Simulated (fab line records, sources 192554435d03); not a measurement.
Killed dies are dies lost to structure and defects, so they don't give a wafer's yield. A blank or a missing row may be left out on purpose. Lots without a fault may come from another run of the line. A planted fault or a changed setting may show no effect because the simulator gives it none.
Chamber matching | flow n5_finfet | N5_BEOL_M10_ETCH_61 on rie_diel-05: 4 sister chambers
The step etches SiARC in CF4, target depth 39 nm, time 65 s. 4 wafers are shown with their chamber, then 11 later ones without.

WAFERS WITH THEIR CHAMBER
wafer  | chamber | drypump_motor_current_A (A)
L076.5 | 2       | 5.4
L085.1 | 3       | 5.9
L085.3 | 1       | 5.9
L088.1 | 0       | 6.2

WAFERS WITHOUT THEIR CHAMBER
wafer  | drypump_motor_current_A (A)
L088.2 | 5.8
L088.5 | 6.2
L089.1 | 6.2
L089.4 | 5.4
L089.6 | 5.8
L096.1 | 6.2
L096.2 | 5.8
L096.6 | 5.8
L097.1 | 5.4
L097.3 | 5.8
L097.5 | 5.4

WHICH CHAMBER EACH WENT THROUGH
wafer  | from the rows above     | in truth
L088.2 | can't be placed: 1 or 3 | 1
L088.5 | 0                       | 0
L089.1 | 0                       | 0
L089.4 | 2                       | 2
L089.6 | can't be placed: 1 or 3 | 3
L096.1 | 0                       | 0
L096.2 | can't be placed: 1 or 3 | 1
L096.6 | can't be placed: 1 or 3 | 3
L097.1 | 2                       | 2
L097.3 | can't be placed: 1 or 3 | 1
L097.5 | 2                       | 2
Placed correctly: 6 of 11. Can't be placed from these rows: 5 (the true chamber is among the candidates in 5). Placed wrongly: 0.
How it was worked out, from the rows above alone: a wafer's distance from a chamber is the root of the sum, over the readings, of the square of ((its reading less the chamber's mean) divided by the reading's scatter). The wafer belongs to the nearest chamber; if the next one is less than 2 further off, it can't be placed. A chamber's mean is the mean of its shown wafers. The scatter: with one shown wafer a chamber, the root of the mean of the squares of how far each hidden wafer lies from its nearest shown one.
